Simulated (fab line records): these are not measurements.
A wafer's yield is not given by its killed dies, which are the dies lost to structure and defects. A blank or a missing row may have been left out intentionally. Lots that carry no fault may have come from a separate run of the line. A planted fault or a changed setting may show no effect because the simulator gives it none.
Matching of chambers :: flow nand_harc :: 4 sister chambers for NHARC_P_ZERO_WELL_DESCUM_13 on rie_diel-05
The step chemistry O2, time 3 s. 4 wafers are shown with their chamber, then 10 later ones without.

EACH WAFER AND ITS CHAMBER
wafer: L079.6
chamber: 0
drypump_motor_current_A (A): 5.4

wafer: L086.1
chamber: 1
drypump_motor_current_A (A): 5.9

wafer: L086.2
chamber: 3
drypump_motor_current_A (A): 6.0

wafer: L087.4
chamber: 2
drypump_motor_current_A (A): 5.8

WAFERS WHOSE CHAMBER IS MISSING
wafer: L087.6
drypump_motor_current_A (A): 5.9

wafer: L092.2
drypump_motor_current_A (A): 6.0

wafer: L092.5
drypump_motor_current_A (A): 5.7

wafer: L092.6
drypump_motor_current_A (A): 6.0

wafer: L094.3
drypump_motor_current_A (A): 5.5

wafer: L094.4
drypump_motor_current_A (A): 6.0

wafer: L094.6
drypump_motor_current_A (A): 5.9

wafer: L096.2
drypump_motor_current_A (A): 5.5

wafer: L096.3
drypump_motor_current_A (A): 5.9

wafer: L096.4
drypump_motor_current_A (A): 5.5

WHICH CHAMBER EACH WENT THROUGH
wafer: L087.6
from the rows above: can't be placed: 1 or 3 or 2
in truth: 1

wafer: L092.2
from the rows above: can't be placed: 3 or 1
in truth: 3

wafer: L092.5
from the rows above: can't be placed: 2 or 1
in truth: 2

wafer: L092.6
from the rows above: can't be placed: 3 or 1
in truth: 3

wafer: L094.3
from the rows above: 0
in truth: 0

wafer: L094.4
from the rows above: can't be placed: 3 or 1
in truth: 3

wafer: L094.6
from the rows above: can't be placed: 1 or 3 or 2
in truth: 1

wafer: L096.2
from the rows above: 0
in truth: 0

wafer: L096.3
from the rows above: can't be placed: 1 or 3 or 2
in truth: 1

wafer: L096.4
from the rows above: 0
in truth: 0
Correct placement for 3 of the 10. From these rows, 7 cannot be placed; in 7 the true chamber is one of the candidates. 0 placed wrongly.
How it was worked out, from the rows above alone: a wafer's distance from a chamber is the root of the sum, over the readings, of the square of ((its reading less the chamber's mean) divided by the reading's scatter). If the next closest chamber is less than 2 further off than the closest, the wafer can't be placed; otherwise it belongs to the closest. The mean given for a chamber averages the wafers shown for that chamber. The scatter (one wafer shown for each chamber): square how far every hidden wafer sits from the nearest shown wafer, average those squares and take the square root.
